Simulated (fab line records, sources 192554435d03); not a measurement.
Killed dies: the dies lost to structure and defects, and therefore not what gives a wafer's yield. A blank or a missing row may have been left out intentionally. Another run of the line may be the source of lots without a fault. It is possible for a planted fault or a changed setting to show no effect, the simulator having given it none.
Split-lot trial + flow n5-finfet + 7 lots, 39 wafers read, on a route of 1938 steps

== THE SPLIT ITSELF ==
At N5_MIM_BOT_SPUTTER_00 (material TiN, target thk 35 nm, time 89.7 s), the setting time-s was moved away from the recipe's 89.7 s on 18 of the 39 wafers read, by -51.6% to +48.6%. For the rest of the wafers, this setting stayed at what the recipe calls for.

The reading is taken at the split's own step.

== THE READING ==
TiN_of_MIM_BOT_SPUTTER_00.thk-nm (the simulator's own value, which no gauge read), in nm, at N5_MIM_BOT_SPUTTER_00 (material TiN, target thk 35 nm, time 89.7 s). No usual value for it is given in the file. The 21 wafers here that ran the recipe average 35.0 nm, standard deviation 0.44 nm.

| wafer  | tool, chamber at the split | time-s as run, s | against the recipe | TiN_of_MIM_BOT_SPUTTER_00.thk-nm, nm | against lot-mates on the recipe |
|--------|----------------------------|------------------|--------------------|--------------------------------------|---------------------------------|
| L074.1 | pvd-sputter-03, -          | 104.8            | +16.8%             | 41                                   | +5.8                            |
| L074.2 | pvd-sputter-03, -          | 104.8            | +16.8%             | 40.6                                 | +5.4                            |
| L074.3 | pvd-sputter-03, -          | 104.8            | +16.8%             | 40.6                                 | +5.4                            |
| L074.4 | pvd-sputter-03, -          | 89.7             | recipe             | 35.2                                 | -                               |
| L074.5 | pvd-sputter-03, -          | 89.7             | recipe             | 35.2                                 | -                               |
| L074.6 | pvd-sputter-03, -          | 89.7             | recipe             | 35.2                                 | -                               |
| L077.1 | pvd-sputter-03, -          | 89.7             | recipe             | 35                                   | -                               |
| L077.2 | pvd-sputter-03, -          | 133.3            | +48.6%             | 52.6                                 | +17.2                           |
| L077.6 | pvd-sputter-03, -          | 133.3            | +48.6%             | 52.6                                 | +17.2                           |
| L077.3 | pvd-sputter-03, -          | 133.3            | +48.6%             | 52                                   | +16.6                           |
| L077.4 | pvd-sputter-03, -          | 89.7             | recipe             | 35.6                                 | -                               |
| L077.5 | pvd-sputter-03, -          | 89.7             | recipe             | 35.6                                 | -                               |
| L079.1 | pvd-sputter-01, -          | 43.42            | -51.6%             | 16.6                                 | -18.0                           |
| L079.2 | pvd-sputter-01, -          | 43.42            | -51.6%             | 16.8                                 | -17.8                           |
| L079.3 | pvd-sputter-01, -          | 43.42            | -51.6%             | 16.4                                 | -18.2                           |
| L079.4 | pvd-sputter-01, -          | 89.7             | recipe             | 34.8                                 | -                               |
| L079.5 | pvd-sputter-01, -          | 89.7             | recipe             | 35                                   | -                               |
| L079.6 | pvd-sputter-01, -          | 89.7             | recipe             | 34                                   | -                               |
| L081.1 | pvd-sputter-02, -          | 89.7             | recipe             | 35.4                                 | -                               |
| L081.2 | pvd-sputter-02, -          | 89.7             | recipe             | 34.8                                 | -                               |
| L081.4 | pvd-sputter-02, -          | 89.7             | recipe             | 35.2                                 | -                               |
| L082.1 | pvd-sputter-02, -          | 89.7             | recipe             | 35.4                                 | -                               |
| L082.2 | pvd-sputter-02, -          | 89.7             | recipe             | 35.2                                 | -                               |
| L082.6 | pvd-sputter-02, -          | 89.7             | recipe             | 35.2                                 | -                               |
| L082.3 | pvd-sputter-02, -          | 50.58            | -43.6%             | 19.2                                 | -16.1                           |
| L082.4 | pvd-sputter-02, -          | 50.58            | -43.6%             | 19.6                                 | -15.7                           |
| L082.5 | pvd-sputter-02, -          | 50.58            | -43.6%             | 19.6                                 | -15.7                           |
| L092.1 | pvd-sputter-01, -          | 130.1            | +45.0%             | 50.6                                 | +15.9                           |
| L092.2 | pvd-sputter-01, -          | 130.1            | +45.0%             | 50.4                                 | +15.7                           |
| L092.3 | pvd-sputter-01, -          | 89.7             | recipe             | 34.6                                 | -                               |
| L092.5 | pvd-sputter-01, -          | 89.7             | recipe             | 34.6                                 | -                               |
| L092.4 | pvd-sputter-01, -          | 130.1            | +45.0%             | 50.8                                 | +16.1                           |
| L092.6 | pvd-sputter-01, -          | 89.7             | recipe             | 35                                   | -                               |
| L096.1 | pvd-sputter-02, -          | 109.7            | +22.3%             | 42.6                                 | +8.3                            |
| L096.4 | pvd-sputter-02, -          | 109.7            | +22.3%             | 42.6                                 | +8.3                            |
| L096.2 | pvd-sputter-02, -          | 89.7             | recipe             | 34.6                                 | -                               |
| L096.3 | pvd-sputter-02, -          | 89.7             | recipe             | 34.2                                 | -                               |
| L096.5 | pvd-sputter-02, -          | 89.7             | recipe             | 34.2                                 | -                               |
| L096.6 | pvd-sputter-02, -          | 109.7            | +22.3%             | 42.4                                 | +8.1                            |

THE FIT
A straight line over all 39 wafers: TiN_of_MIM_BOT_SPUTTER_00.thk-nm changes by +0.354 nm for each +1% of time-s; r = +1.00; the points scatter about the line by 0.38 nm.
The same after taking each lot's own level away (the mean of its wafers on the recipe; 39 wafers): +0.353 nm for each +1%; r = +1.00; scatter 0.3 nm.
According to that fit, moving time-s by its largest amount changes the reading by 18 nm.
From 34.33 to 35.40 nm: that is the span of the lots' own levels, equal to 2.4 times the standard deviation above.
The two slopes agree, so the slope changes little with the lot-to-lot level.
Check: for one of the wafers moved furthest among these (-51.6%), held out of the fit, the line's prediction against its lot-mates is -18.3 nm. Against them it came out at -18 nm.

== THE FILE'S OWN FIT ==
TiN_of_MIM_BOT_SPUTTER_00.thk-nm changes by +0.353 nm for each +1% of time-s, r = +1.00.
